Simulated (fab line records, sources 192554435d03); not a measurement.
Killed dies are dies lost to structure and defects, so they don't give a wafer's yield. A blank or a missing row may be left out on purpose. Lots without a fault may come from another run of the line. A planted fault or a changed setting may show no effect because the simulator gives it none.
Split-lot experiment | flow n5_finfet | 7 lots, 21 wafers read, on a route of 1938 steps

THE SPLIT
At N5_SD_EPI_P_COAT_34 (time 60 s, resist thk 350 nm), the setting spin_rpm was moved away from the recipe's 1500 rpm on 4 of the 21 wafers read, by -7.7% to +4.0%. The other wafers ran this setting at the recipe's value.

The reading is taken at the split's own step.

THE READING
SOC_of_SD_EPI_P_COAT_34.thk_nm (the simulator's own value, which no gauge read), in nm, at N5_SD_EPI_P_COAT_34 (time 60 s, resist thk 350 nm). The file gives no usual value for it. The 17 wafers here that ran the recipe average 350.7 nm, standard deviation 0.76 nm.

wafer  | tool, chamber at the split | spin_rpm as run, rpm | against the recipe | SOC_of_SD_EPI_P_COAT_34.thk_nm, nm | against lot-mates on the recipe
L074.1 | litho_track-04, 0          | 1500                 | recipe             | 350.8                              | -
L074.2 | litho_track-04, 0          | 1500                 | recipe             | 351.8                              | -
L074.4 | litho_track-04, 0          | 1385                 | -7.7%              | 365.4                              | +14.1
L075.3 | litho_track-01, 0          | 1500                 | recipe             | 349.6                              | -
L075.4 | litho_track-01, 0          | 1500                 | recipe             | 349.4                              | -
L075.5 | litho_track-01, 0          | 1500                 | recipe             | 350                                | -
L076.1 | litho_track-04, 0          | 1500                 | recipe             | 351.2                              | -
L076.4 | litho_track-04, 0          | 1500                 | recipe             | 350.4                              | -
L076.5 | litho_track-04, 0          | 1560                 | +4.0%              | 344.2                              | -6.6
L077.1 | litho_track-01, 0          | 1500                 | recipe             | 352.2                              | -
L077.3 | litho_track-01, 0          | 1500                 | recipe             | 350.8                              | -
L077.6 | litho_track-01, 0          | 1500                 | recipe             | 351.4                              | -
L080.4 | litho_track-05, 0          | 1500                 | recipe             | 350.2                              | -
L080.5 | litho_track-05, 0          | 1500                 | recipe             | 349.8                              | -
L080.6 | litho_track-05, 0          | 1500                 | recipe             | 350.6                              | -
L083.1 | litho_track-04, 0          | 1500                 | recipe             | 350.8                              | -
L083.2 | litho_track-04, 0          | 1410                 | -6.0%              | 360.8                              | +10.0
L083.6 | litho_track-04, 0          | 1410                 | -6.0%              | 360.6                              | +9.8
L090.4 | litho_track-05, 0          | 1500                 | recipe             | 351                                | -
L090.5 | litho_track-05, 0          | 1500                 | recipe             | 351                                | -
L090.6 | litho_track-05, 0          | 1500                 | recipe             | 351.6                              | -

THE FIT
A straight line over all 21 wafers: SOC_of_SD_EPI_P_COAT_34.thk_nm changes by -1.76 nm for each +1% of spin_rpm; r = -0.99; the points scatter about the line by 0.8 nm.
The same after taking each lot's own level away (the mean of its wafers on the recipe; 21 wafers): -1.72 nm for each +1%; r = -1.00; scatter 0.45 nm.
On that fit, the largest move of spin_rpm shifts the reading by 13 nm.
The lots' own levels span 349.67 to 351.47 nm, that is 2.4 times the standard deviation above.
So the lot-to-lot level changes the slope little: the two slopes agree.
Check: with one of the wafers moved furthest among these (-7.7%) left out of the fit, the line predicts +12.6 nm for it against its lot-mates. It came out at +14.1 nm against them.

OTHER SPLITS ON THESE WAFERS
These wafers also went through other splits before the reading. Each is held against what the fit with the lots' levels taken away leaves over:
other split on the same wafers  | wafers away from the commonest value | r with SOC_of_SD_EPI_P_COAT_34.thk_nm (lot level and that fit taken away)
N5_WELL_APT_COAT_02 spin_rpm    | 6                                    | -0.18
N5_FIN_CUT_COAT_18 spin_rpm     | 9                                    | -0.12
N5_FIN_CUT_EXPOSE_05 dose_mj    | 10                                   | +0.36
N5_DUMMY_GATE_EXPOSE_12 dose_mj | 4                                    | +0.19
N5_SD_EPI_N_EPI_21 temp_c       | 4                                    | -0.28

THE FILE'S OWN FIT
SOC_of_SD_EPI_P_COAT_34.thk_nm changes by -1.75 nm for each +1% of spin_rpm, r = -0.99.
